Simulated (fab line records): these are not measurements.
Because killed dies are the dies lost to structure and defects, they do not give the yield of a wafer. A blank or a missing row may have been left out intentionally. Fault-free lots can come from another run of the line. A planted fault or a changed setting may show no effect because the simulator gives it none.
Chamber matching :: flow nand-harc :: NHARC_A_STAIRCASE_ETCH_313 on rie-diel-13: 4 sister chambers
The step etches the open film in CF4/CHF3. 14 wafers are shown with their chamber, then 7 later ones without.

WAFERS PAIRED WITH THEIR CHAMBERS
wafer: L080.1
chamber: 0
showerhead-plenum-p-Torr (Torr): 1.61
rf-vpp-V (V): 371.8
bias-w (W): 199.2

wafer: L080.2
chamber: 3
showerhead-plenum-p-Torr (Torr): 1.56
rf-vpp-V (V): 370.8
bias-w (W): 200.2

wafer: L080.6
chamber: 1
showerhead-plenum-p-Torr (Torr): 1.68
rf-vpp-V (V): 374.1
bias-w (W): 199.5

wafer: L079.2
chamber: 2
showerhead-plenum-p-Torr (Torr): 1.51
rf-vpp-V (V): 368.5
bias-w (W): 200.0

wafer: L079.4
chamber: 0
showerhead-plenum-p-Torr (Torr): 1.61
rf-vpp-V (V): 373.2
bias-w (W): 200.5

wafer: L079.6
chamber: 3
showerhead-plenum-p-Torr (Torr): 1.56
rf-vpp-V (V): 370.5
bias-w (W): 199.5

wafer: L082.1
chamber: 0
showerhead-plenum-p-Torr (Torr): 1.61
rf-vpp-V (V): 372.7
bias-w (W): 199.9

wafer: L082.3
chamber: 3
showerhead-plenum-p-Torr (Torr): 1.56
rf-vpp-V (V): 370.7
bias-w (W): 200.7

wafer: L082.6
chamber: 2
showerhead-plenum-p-Torr (Torr): 1.51
rf-vpp-V (V): 369.0
bias-w (W): 199.6

wafer: L087.4
chamber: 1
showerhead-plenum-p-Torr (Torr): 1.68
rf-vpp-V (V): 374.9
bias-w (W): 200.7

wafer: L087.5
chamber: 3
showerhead-plenum-p-Torr (Torr): 1.56
rf-vpp-V (V): 369.0
bias-w (W): 200.6

wafer: L087.6
chamber: 2
showerhead-plenum-p-Torr (Torr): 1.50
rf-vpp-V (V): 367.7
bias-w (W): 200.5

wafer: L089.1
chamber: 0
showerhead-plenum-p-Torr (Torr): 1.60
rf-vpp-V (V): 372.2
bias-w (W): 199.9

wafer: L089.5
chamber: 0
showerhead-plenum-p-Torr (Torr): 1.60
rf-vpp-V (V): 371.5
bias-w (W): 199.8

SIGNATURES (means of the wafers above)
reading: showerhead-plenum-p-Torr
chamber 0: 1.6060
chamber 1: 1.6800
chamber 2: 1.5067
chamber 3: 1.5600
scatter within a chamber: 0.00432

reading: rf-vpp-V
chamber 0: 372.280
chamber 1: 374.500
chamber 2: 368.400
chamber 3: 370.250
scatter within a chamber: 0.72

reading: bias-w
chamber 0: 199.860
chamber 1: 200.100
chamber 2: 200.033
chamber 3: 200.250
scatter within a chamber: 0.536
Rule: a wafer lies at a distance from a chamber equal to the root of the sum of squares, over the readings, of (its reading less the chamber's mean, divided by the reading's scatter). The wafer belongs to the nearest chamber; if the next one is less than 2 further off, it can't be placed. The scatter is the square root of a quotient: the sum, over the shown wafers, of each reading's squared deviation from its chamber's mean, divided by wafers minus chambers.

WAFERS MISSING THEIR CHAMBER
wafer: L089.6
showerhead-plenum-p-Torr (Torr): 1.68
rf-vpp-V (V): 375.7
bias-w (W): 200.0

wafer: L091.3
showerhead-plenum-p-Torr (Torr): 1.50
rf-vpp-V (V): 368.5
bias-w (W): 199.1

wafer: L091.5
showerhead-plenum-p-Torr (Torr): 1.68
rf-vpp-V (V): 372.6
bias-w (W): 199.6

wafer: L091.6
showerhead-plenum-p-Torr (Torr): 1.60
rf-vpp-V (V): 370.4
bias-w (W): 199.6

wafer: L092.1
showerhead-plenum-p-Torr (Torr): 1.50
rf-vpp-V (V): 369.9
bias-w (W): 200.3

wafer: L092.3
showerhead-plenum-p-Torr (Torr): 1.68
rf-vpp-V (V): 373.0
bias-w (W): 198.9

wafer: L092.4
showerhead-plenum-p-Torr (Torr): 1.56
rf-vpp-V (V): 369.7
bias-w (W): 199.9

CHAMBER TAKEN BY EACH
wafer: L089.6
from the rows above: 1
in truth: 1

wafer: L091.3
from the rows above: 2
in truth: 2

wafer: L091.5
from the rows above: 1
in truth: 1

wafer: L091.6
from the rows above: 0
in truth: 0

wafer: L092.1
from the rows above: 2
in truth: 2

wafer: L092.3
from the rows above: 1
in truth: 1

wafer: L092.4
from the rows above: 3
in truth: 3
Correct placement for 7 of the 7. Can't be placed from these rows: 0. Wrongly placed: 0.
